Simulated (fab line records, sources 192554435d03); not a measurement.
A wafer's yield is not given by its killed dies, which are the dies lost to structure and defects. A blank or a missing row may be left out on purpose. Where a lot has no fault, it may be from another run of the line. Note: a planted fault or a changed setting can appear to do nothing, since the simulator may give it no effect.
Comparing a struck lot with a sound one ; flow n5 finfet ; 15 out of 1938 route steps
Sound: the wafers L811.2, L811.4, L811.6. Struck: wafer L813.6 (L813.1, L813.4, from the same lot, were not struck and are left out); the cause is given at the end.
Per side, at each step with rows, come the tool, then ch with its chambers, and then its first start. Under that, the readings that differ: sound wafers ; struck wafers ; difference of the means ; sigmas: that difference in standard deviations of wafers without a fault.
alike: same words and numbers on both sides, and readings whose means sit less than 2 such deviations apart. not compared: any withheld reading, any reading some wafer has no value for, any bound like >300 that may hide the same value, and any number with overlapping values for which the record gives no deviation.
The two part at a step that has a row with sigmas, a row that says differs or no value, or rows on one side only. Non-overlapping numbers with no deviation appear without sigmas and do not part them. A reading missing from all wafers of one side parts the sides only when that side holds two or more wafers.

N5_BEOL_M1_INSPECT_30: inspects for defects (brightfield).
  struck on defect inspect-01, day 8 08:13; sound on defect inspect-02, day 7 17:31
  alike: raw defect count
N5_BEOL_M1_DESCUM_33: chemistry O2, time 7 s.
  sound on rie diel-03 ch 0,3, day 7 17:36; struck on rie diel-06 ch 0, day 8 08:15
  alike: drypump motor current A, oes product au, rf vpp V, showerhead plenum p Torr, throttle valve pct
  not compared: rf hours counter h
then, 1 step without rows for these wafers: N5_BEOL_M1_ETCH_77 (etches underlayer in N2/H2, target depth 6.5 nm, time 5.2 s).
N5_BEOL_M1_ETCH_69: etches SiARC in CF4, target depth 15.6 nm, time 26 s.
  sound on rie diel-03 ch 0,3, day 7 17:39; struck on rie diel-06 ch 0, day 8 08:19
reading;sound;struck;difference;sigmas
rf vpp V (V);186.2 184.3 186.1;181.7;-3.8;-3
  alike: bias w, drypump motor current A, etch rf on time s, oes product au, showerhead plenum p Torr, throttle valve pct
  not compared: rf hours counter h
then, 1 step without rows for these wafers: N5_BEOL_M1_ALD_98 (deposits SiO2, target thk 2.5 nm, pulse time 1 s, co reactant pulse time 1 s).
N5_BEOL_M1_ETCHBACK_99: etches SiO2 in CHF3, target depth 5 nm, time 10.4 s.
  sound on rie diel-06 ch 0,1,3, day 8 07:44; struck on rie diel-03 ch 2, day 8 15:54
  alike: drypump motor current A, oes product au, rf vpp V, showerhead plenum p Torr, throttle valve pct
  not compared: rf hours counter h
then, 3 steps without rows for these wafers: N5_BEOL_M1_ETCH_70 (etches SOC in N2/H2, target depth 80 nm, overetch 16 nm, time 120 s); N5_BEOL_M1_STRIP_71 (strips in N2/H2); N5_BEOL_M1_STRIP_78 (strips in N2/H2).
N5_BEOL_M1_VIA_ETCH_34: etches the open film in C4F6/O2, target depth 67.8 nm, time 64.4 s.
  sound on rie diel-06 ch 0,1,3, day 8 07:53; struck on rie diel-03 ch 2, day 8 16:02
  alike: bias w, drypump motor current A, oes product au, rf vpp V, showerhead plenum p Torr, throttle valve pct
  not compared: rf hours counter h
then, 2 steps without rows for these wafers: N5_BEOL_M1_STRIP_83 (strips in C4F6/O2); N5_BEOL_M1_STRIP_36 (strips in N2/H2).
N5_BEOL_M1_TRENCH_ETCH_37: etches SiOC in C4F6/O2, target depth 55.207 nm, time 29 s.
  sound on rie diel-06 ch 0,1,3, day 8 07:59; struck on rie diel-03 ch 2, day 8 16:08
reading;sound;struck;difference;sigmas
bias w (W);185.6 186.0 184.9;205.8;+20.3;+36
rf vpp V (V);657 673 665;724;+59;+10
model.BEOL_M1.feature depth nm (nm);55.2 54.6 54.4;55.4;+0.7;
model.etch.depth nm (nm);55.18 54.6 54.46;55.4;+0.7;
  alike: drypump motor current A, oes product au, showerhead plenum p Torr, throttle valve pct
  not compared: rf hours counter h
N5_BEOL_M1_ETCH_41: etches SiCN in CH3F/O2, target depth 31.9 nm, time 57.8 s.
  sound on rie diel-06 ch 0,1,3; struck on rie diel-03 ch 2
reading;sound;struck;difference;sigmas
bias w (W);74.68 74.94 75.07;75.56;+0.66;+3
  alike: drypump motor current A, oes product au, rf vpp V, showerhead plenum p Torr, throttle valve pct
  not compared: rf hours counter h
-- the record jumps here: 3 days lie between the struck wafers' starts before and after (it left off in module BEOL_M1 and takes up again in module BEOL_M4, whose first step shown is number 1111 of the route) --
N5_BEOL_M4_RC_MEAS_101:
  sound on prober-02 ch 0, day 10 10:40; struck on prober-02 ch 0, day 11 14:39
reading;sound;struck;difference;sigmas
DIBL_N (mV/V);38.3 39.1 38.8;35.5;-3.2;-2
DIBL_P (mV/V);38.0 39.0 38.6;34.7;-3.8;-3
IOFF_N (nA/um);0.181 0.211 0.201;0.141;-0.057;-2
SS_P (mV/dec);73.5 73.0 73.9;72.3;-1.2;-2
  alike: IOFF_P, ION_N, ION_P, SS_N, VT_N, VT_P

WHERE THEY PART
Earliest at N5_BEOL_M1_ETCH_69; latest, in this record, at N5_BEOL_M4_RC_MEAS_101.

WHY: the cause the simulator had injected
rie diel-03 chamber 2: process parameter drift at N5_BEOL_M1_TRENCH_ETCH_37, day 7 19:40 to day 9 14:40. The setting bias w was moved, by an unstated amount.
